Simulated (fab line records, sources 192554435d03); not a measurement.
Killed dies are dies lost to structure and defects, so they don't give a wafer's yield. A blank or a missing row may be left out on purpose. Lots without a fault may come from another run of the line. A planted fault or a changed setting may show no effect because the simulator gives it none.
fab line records | flow n5_finfet
record lots=8 wafers=24 last_day=19
route steps=1938 shown MOL_CONTACT_COAG@590 BEOL_M4@1111 PASSIVATION@1936
lots that met no fault: from a run of the same line without faults
start_h: hours from the record's first day to the start of the lot's first wafer shown | wait_h: hours since the lot's step before | " the same as in the row above | L1.1+2: a row that stands for several wafers | - no value, or no start given | * or withheld: withheld | < > ~ a bound
route shown NAME@n: a module of which the file shows steps, and the number in the route of the first | usual: mean/standard deviation of fault-free wafers | same: alike in all rows | chamber/n: place in a boat | sites: the reading at each site | _std_site: their standard deviation | _edge_site: outer sites' mean less inner sites' | radius_mm: how far each site lies from the wafer's centre | mask NAME#n: copy n | behind: the tool/chamber that last shaped the wafer | hold: why the lot was held/for how many hours/how that ended | device: the transistor (n, p or np) that didn't switch | end of line: the same wafers' tests at the end of the route | a step without rows: its recipe alone | killed: dies lost to structure and defects at the first sort, not the wafer's yield | map: a wafer's dies, x killed, . not, _ none there
set.NAME: the setting as run; set.NAME@STEP: as run at that earlier step | model.NAME: the simulator's own value behind a step, which no gauge read
steps of the route over a sample of lots; a table a step, a row a wafer
services: from which hour (start_h, from the record's first day; less than 0 if before it) a tool's chamber was out of use, for how many hours, and why
## steps
# step N5_MOL_CONTACT_COAG_PRECLEAN_144
# recipe chemistry=alkaline_clean temp_c=60 time_s=60 do_ppb=50
# columns lot.wafer tool chamber start_h wait_h
L473.1+5+6 wet_bench-05 4,7,2 115.34 0.1
L474.2+3+6 wet_bench-01 6,5,7 119.02 0.1
L479.1+2+6 wet_bench-06 6,7,5 149.84 0.1
L484.1+5+6 wet_bench-06 6,1,7 182.54 0.1
L485.1+2+5 wet_bench-05 7,2,3 183.48 0.1
L487.1+4+5 wet_bench-01 3,4,5 194.56 0.1
L491.1+2+4 wet_bench-05 6,1,3 218.99 0.1
L494.2+4+6 wet_bench-01 7,2,5 234.69 0.1
# step N5_MOL_CONTACT_COAG_INSPECT_42
# recipe mode=adi inspect_instrument=brightfield
# usual raw_defect_count=195/51
# columns lot.wafer tool chamber start_h wait_h raw_defect_count
L473.1 defect_inspect-02 - 115.93 0.1 195
L473.5 " - " " 224
L473.6 " - " " 204
L474.2 defect_inspect-01 - 119.61 0.0 155
L474.3 " - " " 242
L474.6 " - " " 202
L479.1 defect_inspect-02 - 150.41 0.1 1796
L479.2 " - " " 345
L479.6 " - " " 221
L484.1 defect_inspect-01 - 183.00 0.1 1580
L484.5 " - " " 198
L484.6 " - " " 142
L485.1 defect_inspect-02 - 184.07 0.1 272
L485.2 " - " " 248
L485.5 " - " " 308
L487.1 defect_inspect-02 - 195.15 0.1 247
L487.4 " - " " 207
L487.5 " - " " 266
L491.1 defect_inspect-01 - 219.58 0.1 113
L491.2 " - " " 190
L491.4 " - " " 155
L494.2 defect_inspect-02 - 235.16 0.0 199
L494.4 " - " " 174
L494.6 " - " " 181
# step N5_MOL_CONTACT_COAG_DESCUM_45
# recipe chemistry=O2 time_s=7 source_power_w=50 bias_power_w=20 pressure_mtorr=20 rf_frequency_hz=2.712e+07 temp_c=40 resist=CAR-EUV o2_flow_sccm=225
# usual drypump_motor_current_A=5.9/0.38 oes_product_au=0.78/0.074 rf_vpp_V=243.5/1.8 showerhead_plenum_p_Torr=2.12/0.1 throttle_valve_pct=20.35/0.16
# columns lot.wafer tool chamber start_h wait_h drypump_motor_current_A oes_product_au rf_hours_counter_h rf_vpp_V showerhead_plenum_p_Torr throttle_valve_pct
L473.1 rie_diel-05 3 115.96 0.0 6.3 0.71 215 243.7 2.16 20.62
L473.5 " 0 " " 5.6 0.78 - 244.9 2.18 20.21
L473.6 " 1 " " 5.4 0.78 - 239.9 1.92 20.47
L474.2 rie_diel-05 0 119.64 0.0 5.5 0.78 143 244.6 2.18 20.21
L474.3 " 3 " " 6.3 0.71 217 243.7 2.16 20.61
L474.6 " 0 " " 5.5 0.77 - 243.5 2.18 20.22
L479.1 rie_diel-05 2 150.45 0.0 5.8 0.95 4 244.5 2.24 20.26
L479.2 " 3 " " 6.3 0.71 229 243.1 2.16 20.66
L479.6 " 0 " " 5.5 0.75 - 242.2 2.18 20.23
L484.1 rie_diel-02 2 183.08 0.1 6.4 0.66 246 242.0 2.05 20.57
L484.5 " 0 " " 5.3 0.86 - 245.7 2.22 20.15
L484.6 " 1 " " 5.4 0.81 - 244.2 2.20 20.30
L485.1 rie_diel-05 1 184.26 0.2 5.4 0.76 140 241.2 1.92 20.52
L485.2 " 3 " " 6.3 0.71 240 244.8 2.15 20.66
L485.5 " 1 " " 5.4 0.76 - 240.4 1.92 20.49
L487.1 rie_diel-02 1 195.18 0.0 5.5 0.82 86 245.8 2.20 20.34
L487.4 " 3 " " 5.9 0.73 - 243.4 2.16 20.24
L487.5 " 1 " " 5.5 0.81 - 245.1 2.20 20.33
L491.1 rie_diel-04 0 219.61 0.0 6.4 0.88 58 245.2 2.23 20.24
L491.2 " 1 " " 6.1 0.72 228 242.6 1.97 20.26
L491.4 " 2 " " 6.1 0.83 73 242.0 2.02 20.53
L494.2 rie_diel-04 0 235.19 0.0 6.4 0.87 65 244.7 2.22 20.24
L494.4 " 1 " " 6.1 0.72 234 242.1 1.97 20.27
L494.6 " 0 " " 6.4 0.87 - 245.2 2.22 20.24
# step N5_MOL_CONTACT_COAG_ETCH_66
# recipe chemistry=CF4 target=SiARC target_depth_a=130 mask_material=CAR-EUV time_s=21.7 ion_energy_ev=80 pressure_mtorr=40 source_w=545 bias_w=36 Ar_flow_sccm=100 cf4_flow_sccm=100 ends=cleared
# usual drypump_motor_current_A=5.9/0.39 etch_rf_on_time_s=21.68/0.26 oes_product_au=0.67/0.062 rf_vpp_V=184.4/1.4 showerhead_plenum_p_Torr=2.17/0.096 throttle_valve_pct=15.55/0.18
# columns lot.wafer tool chamber start_h wait_h drypump_motor_current_A etch_rf_on_time_s oes_product_au rf_hours_counter_h rf_vpp_V showerhead_plenum_p_Torr throttle_valve_pct
L473.1 rie_diel-05 3 116.02 0.0 6.3 21.35 0.62 215 185.1 2.21 15.79
L473.5 " 0 " " 5.5 21.60 0.66 - 184.7 2.22 15.40
L473.6 " 1 " " 5.4 21.65 0.66 - 181.7 1.99 15.73
L474.2 rie_diel-05 0 119.70 0.0 5.5 21.49 0.66 143 185.4 2.22 15.40
L474.3 " 3 " " 6.3 21.38 0.62 217 185.4 2.20 15.79
L474.6 " 0 " " 5.6 21.68 0.66 - 185.0 2.22 15.40
L479.1 rie_diel-05 2 150.50 0.0 5.8 21.61 0.82 4 185.3 2.28 15.42
L479.2 " 3 " " 6.3 21.75 0.61 229 184.7 2.20 15.82
L479.6 " 0 " " 5.5 22.03 0.65 - 185.9 2.22 15.43
L484.1 rie_diel-02 2 183.13 0.0 6.4 21.85 0.57 246 185.4 2.10 15.82
L484.5 " 0 " " 5.3 21.36 0.73 - 185.0 2.26 15.28
L484.6 " 1 " " 5.5 21.90 0.69 - 185.0 2.26 15.55
L485.1 rie_diel-05 1 184.32 0.0 5.4 21.88 0.64 140 182.7 1.99 15.76
L485.2 " 3 " " 6.3 21.77 0.60 240 184.8 2.20 15.85
L485.5 " 1 " " 5.4 22.08 0.64 - 181.6 1.99 15.77
L487.1 rie_diel-02 1 195.24 0.0 5.4 21.83 0.69 86 186.4 2.26 15.56
L487.4 " 3 " " 5.9 21.96 0.62 - 185.8 2.21 15.47
L487.5 " 1 " " 5.4 21.78 0.69 - 186.9 2.26 15.58
L491.1 rie_diel-04 0 219.67 0.0 6.4 21.21 0.75 58 186.5 2.27 15.38
L491.2 " 1 " " 6.1 21.98 0.61 228 180.4 2.03 15.55
L491.4 " 2 " " 6.1 21.81 0.71 73 182.6 2.09 15.77
L494.2 rie_diel-04 0 235.25 0.0 6.4 21.55 0.72 65 184.7 2.26 15.39
L494.4 " 1 " " 6.1 21.95 0.60 234 182.4 2.03 15.58
L494.6 " 0 " " 6.4 21.55 0.74 - 184.8 2.26 15.38
# step N5_MOL_CONTACT_COAG_ETCH_67
# recipe chemistry=N2/H2 target=SOC target_depth_a=600 overetch_a=210 mask_material=SiARC temp_c=40 time_s=101.2 ion_energy_ev=200 pressure_mtorr=30 source_w=840 bias_w=150 n2_flow_sccm=200 h2_flow_sccm=200
# usual drypump_motor_current_A=6.0/0.34 oes_product_au=0.67/0.065 rf_vpp_V=524/3.4 showerhead_plenum_p_Torr=2.56/0.12 throttle_valve_pct=17.75/0.17
# columns lot.wafer tool chamber start_h wait_h drypump_motor_current_A oes_product_au rf_hours_counter_h rf_vpp_V showerhead_plenum_p_Torr throttle_valve_pct
L473.1 rie_diel-04 0 116.31 0.0 6.4 0.78 21 528 2.70 17.51
L473.5 " 1 " " 6.1 0.61 - 519 2.42 17.64
L473.6 " 2 " " 6.1 0.75 - 522 2.49 17.92
L474.2 rie_diel-04 0 119.99 0.0 6.4 0.77 23 527 2.70 17.50
L474.3 " 3 " " 6.0 0.63 179 524 2.53 17.74
L474.6 " 0 " " 6.4 0.77 - 528 2.70 17.52
L479.1 rie_diel-02 1 150.90 0.0 5.5 0.69 73 529 2.68 17.66
L479.2 " 3 " " 5.9 0.63 178 525 2.64 17.71
L479.6 " 1 " " 5.5 0.69 - 527 2.68 17.68
L484.1 rie_diel-04 2 183.44 0.0 6.1 0.72 58 521 2.48 17.97
L484.5 " 2 " " 6.1 0.72 - 523 2.48 17.96
L484.6 " 1 " " 6.1 0.61 - 520 2.41 17.68
L485.1 rie_diel-02 3 184.74 0.0 5.9 0.62 188 526 2.64 17.75
L485.2 " 2 " " 6.4 0.56 247 524 2.51 18.12
L485.5 " 0 " " 5.3 0.71 - 528 2.70 17.57
L487.1 rie_diel-02 3 195.53 0.0 5.9 0.61 192 526 2.64 17.75
L487.4 " 1 " " 5.5 0.68 - 529 2.67 17.70
L487.5 " 0 " " 5.3 0.70 - 529 2.70 17.56
L491.1 rie_diel-02 1 219.98 0.0 5.5 0.67 98 528 2.67 17.70
L491.2 " 3 " " 5.9 0.61 203 526 2.63 17.77
L491.4 " 2 " " 6.4 0.83 1 522 2.50 17.68
L494.2 rie_diel-04 1 235.54 0.0 6.1 0.59 234 520 2.40 17.73
L494.4 " 0 " " 6.4 0.72 65 528 2.68 17.59
L494.6 " 0 " " 6.4 0.71 - 529 2.68 17.60
# step N5_BEOL_M4_RC_MEAS_101
# usual DIBL_N=35.9/1.3 DIBL_P=35.9/1.5 IOFF_N=0.152/0.023 IOFF_P=0.204/0.027 ION_N=673/9.2 ION_P=462/6.7 SS_N=71.4/0.48 SS_P=73.2/0.55 VT_N=250.3/2.6 VT_P=-250.6/3
# columns lot.wafer tool chamber start_h wait_h DIBL_N[mV/V] DIBL_P[mV/V] IOFF_N[nA/um] IOFF_P[nA/um] ION_N[uA/um] ION_P[uA/um] SS_N[mV/dec] SS_P[mV/dec] VT_N[mV] VT_P[mV]
L473.1 prober-02 0 188.38 0.0 33.8 34.7 0.143 0.199 667 461 71.0 72.4 250.9 -250.0
L473.5 " 0 " " 33.5 34.5 0.133 0.186 672 464 71.5 72.5 250.1 -250.8
L473.6 " 0 " " 33.9 35.1 0.139 0.199 663 464 70.9 72.8 250.9 -250.2
L474.2 prober-02 0 210.39 0.2 36.5 37.3 0.167 0.198 677 461 70.8 74.3 249.8 -253.7
L474.3 " 0 " " 35.0 36.3 0.150 0.182 679 452 71.0 73.0 252.0 -254.3
L474.6 " 0 " " 36.1 37.1 0.163 0.197 680 462 71.5 73.2 248.3 -251.2
L479.1 prober-01 0 238.39 0.0 36.2 35.5 0.162 0.209 687 467 71.6 73.1 246.1 -248.9
L479.2 " 0 " " 37.4 37.4 0.183 0.233 680 468 71.8 74.2 245.8 -249.6
L479.6 " 0 " " 36.8 36.7 0.175 0.224 690 469 70.5 73.0 247.4 -248.3
L485.1 prober-01 0 271.93 0.0 33.9 35.3 0.152 0.208 688 474 71.3 72.8 248.7 -248.8
L485.2 " 0 " " 34.1 36.2 0.156 0.231 682 474 71.0 73.3 250.0 -245.6
L485.5 " 0 " " 33.2 34.6 0.136 0.201 681 471 70.4 72.7 250.0 -249.4
L484.1 prober-02 0 274.88 0.0 36.3 33.9 0.147 0.227 669 472 71.5 72.4 248.6 -244.2
L484.5 " 0 " " 36.9 34.5 0.148 0.227 678 467 71.1 73.4 251.3 -247.5
L484.6 " 0 " " 38.0 36.4 0.184 0.275 692 477 71.6 73.6 247.6 -243.5
L487.1 prober-02 0 276.64 0.0 33.7 32.6 0.112 0.168 658 463 71.3 72.2 254.1 -251.2
L487.4 " 0 " " 37.4 37.8 0.179 0.235 677 469 71.4 74.2 249.8 -248.6
L487.5 " 0 " " 35.2 34.0 0.140 0.181 664 458 71.7 72.9 250.1 -250.5
L491.1 prober-02 0 305.47 0.0 36.1 36.0 0.162 0.183 675 454 71.9 73.0 250.0 -253.1
L491.2 " 0 " " 36.2 36.6 0.164 0.187 668 455 72.0 73.8 248.5 -255.2
L491.4 " 0 " " 35.4 35.8 0.149 0.176 669 452 71.4 73.1 250.2 -256.0
L494.2 prober-02 0 334.79 0.2 35.3 34.3 0.134 0.219 657 466 71.6 73.2 252.8 -247.0
L494.4 " 0 " " 35.2 34.4 0.130 0.216 667 471 71.4 72.1 249.9 -247.9
L494.6 " 0 " " 35.9 35.3 0.146 0.240 678 477 71.1 73.7 251.0 -244.7
# step N5_PASSIVATION_PROBE_49
# usual defect_limited_yield=91.0/1.5 killed_at_M0_to_M3=37/12 killed_at_M4_up=13/5 killed_at_contacts=13/6.1 killed_at_front_end=39/11 killed_at_other=4/3.2 killed_dies=106/17 killed_open=69/12 killed_short=35/7.9 sort_bin_5_function=5.3/1 sort_bin_6_memory=3.3/0.68 sort_n_pass=1074/17 sort_yield_pct=91.0/1.5
# same gross_dies=1180 killed_at_back_side=0 sort_bin_4_leakage[%]=0 sort_bin_8_speed[%]=0
# columns lot.wafer tool chamber start_h wait_h defect_limited_yield[%] killed_at_M0_to_M3 killed_at_M4_up killed_at_contacts killed_at_front_end killed_at_other killed_dies killed_open killed_short sort_bin_5_function[%] sort_bin_6_memory[%] sort_n_pass sort_yield_pct[%]
L479.1 prober-02 - 346.18 0.3 77.4 45 19 161 42 0 267 76 35 13.5 5.3 913 77.4
L479.2 prober-02 - 346.23 0.4 90.8 54 6 11 36 2 109 80 26 6.2 2.8 1071 90.8
L479.6 prober-02 - 346.43 0.6 92.5 39 10 8 31 0 88 62 25 4.4 2.8 1092 92.5
L484.1 prober-02 - 390.77 0.0 77.1 41 4 180 44 1 270 72 30 13.0 4.7 910 77.1
L484.5 prober-02 - 390.97 0.2 91.3 48 8 9 38 0 103 72 31 4.3 4.2 1077 91.3
L484.6 prober-02 - 391.02 0.3 90.3 46 20 17 31 1 115 80 35 5.4 4.2 1065 90.3
# killed by level:class
L479.1 MOL_CONTACT_COAG:unspecified=155 FIN_SAQP:geometric_particle:open=17 FIN_SAQP:geometric_particle:short=16 BEOL_M3:geometric_particle:open=11 BEOL_M2:geometric_particle:open=10 BEOL_M1:geometric_particle:open=8 MOL_CONTACT_COAG:geometric_particle:open=6 BEOL_M0_SAQP:geometric_particle:short=6
L479.2 BEOL_M1:geometric_particle:open=15 MOL_CONTACT_COAG:geometric_particle:open=10 BEOL_M3:geometric_particle:open=10 BEOL_M1:geometric_particle:short=8 STI_FIN_REVEAL:geometric_particle:open=7 BEOL_M0_SAQP:geometric_particle:open=7 BEOL_M2:geometric_particle:open=7 DUMMY_GATE:geometric_particle:open=5
L479.6 BEOL_M3:geometric_particle:open=10 STI_FIN_REVEAL:geometric_particle:open=9 DUMMY_GATE:geometric_particle:open=9 BEOL_M2:geometric_particle:open=8 BEOL_M0_SAQP:geometric_particle:open=7 FIN_SAQP:geometric_particle:short=5 MOL_CONTACT_COAG:geometric_particle:open=5 BEOL_M0_SAQP:geometric_particle:short=4
L484.1 MOL_CONTACT_COAG:unspecified=168 BEOL_M3:geometric_particle:open=16 FIN_SAQP:geometric_particle:open=11 MOL_CONTACT_COAG:geometric_particle:open=9 BEOL_M0_SAQP:geometric_particle:open=9 STI_FIN_REVEAL:geometric_particle:open=8 FIN_SAQP:geometric_particle:short=6 BEOL_M2:geometric_particle:open=6
L484.5 BEOL_M2:geometric_particle:open=15 BEOL_M3:geometric_particle:open=15 FIN_SAQP:geometric_particle:open=11 BEOL_M0_SAQP:geometric_particle:short=9 MOL_CONTACT_COAG:geometric_particle:open=8 FIN_SAQP:geometric_particle:short=5 BEOL_M5:geometric_particle:open=5 STI_FIN_REVEAL:geometric_particle:short=4
L484.6 MOL_CONTACT_COAG:geometric_particle:open=13 BEOL_M0_SAQP:geometric_particle:open=13 FIN_SAQP:geometric_particle:open=10 BEOL_M0_SAQP:geometric_particle:short=10 BEOL_M4:geometric_particle:open=9 BEOL_M2:geometric_particle:open=8 BEOL_M3:geometric_particle:open=6 MOL_CONTACT_COAG:geometric_particle:short=4
## services
# columns tool chamber start_h hours kind
rie_diel-05 2 108.52 - clean
rie_diel-05 2 108.52 - consumable_replace:focus_ring
rie_diel-05 2 108.52 - consumable_replace:showerhead
rie_diel-05 2 108.52 29.3 scheduled_down
rie_diel-05 2 108.52 29.3 vent_cycle
rie_diel-02 2 113.74 6.6 repair
rie_diel-02 2 193.76 - clean
rie_diel-02 2 193.76 - consumable_replace:focus_ring
rie_diel-02 2 193.76 21.7 scheduled_down
rie_diel-02 2 193.76 21.7 vent_cycle
rie_diel-05 3 226.36 1.8 repair
rie_diel-05 3 228.48 - clean
rie_diel-05 3 228.48 - consumable_replace:focus_ring
rie_diel-05 3 228.48 13.1 scheduled_down
rie_diel-05 3 228.48 13.1 vent_cycle
## key
first_sign step=N5_MOL_CONTACT_COAG_INSPECT_42 reading=raw_defect_count direction=up sigmas=29 usual=195 struck=1688
effect step=N5_PASSIVATION_PROBE_49 reading=killed_at_contacts direction=up sigmas=26 usual=13 struck=170
more_kills_born_at N5_MOL_CONTACT_COAG_PRECLEAN_144@wet_bench-06=323
met_at N5_MOL_CONTACT_COAG_PRECLEAN_144
struck_lots L479,L484
struck_wafers L479.1,L484.1
not_acting_at N5_MOL_CONTACT_COAG_DESCUM_45,N5_MOL_CONTACT_COAG_ETCH_66,N5_MOL_CONTACT_COAG_ETCH_67
fault kind=chamber_particle_source tool=wet_bench-06 chamber=6 onset_h=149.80 steps=N5_MOL_CONTACT_COAG_PRECLEAN_144 rate_per_visit_cm2=2.2069 end_h=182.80
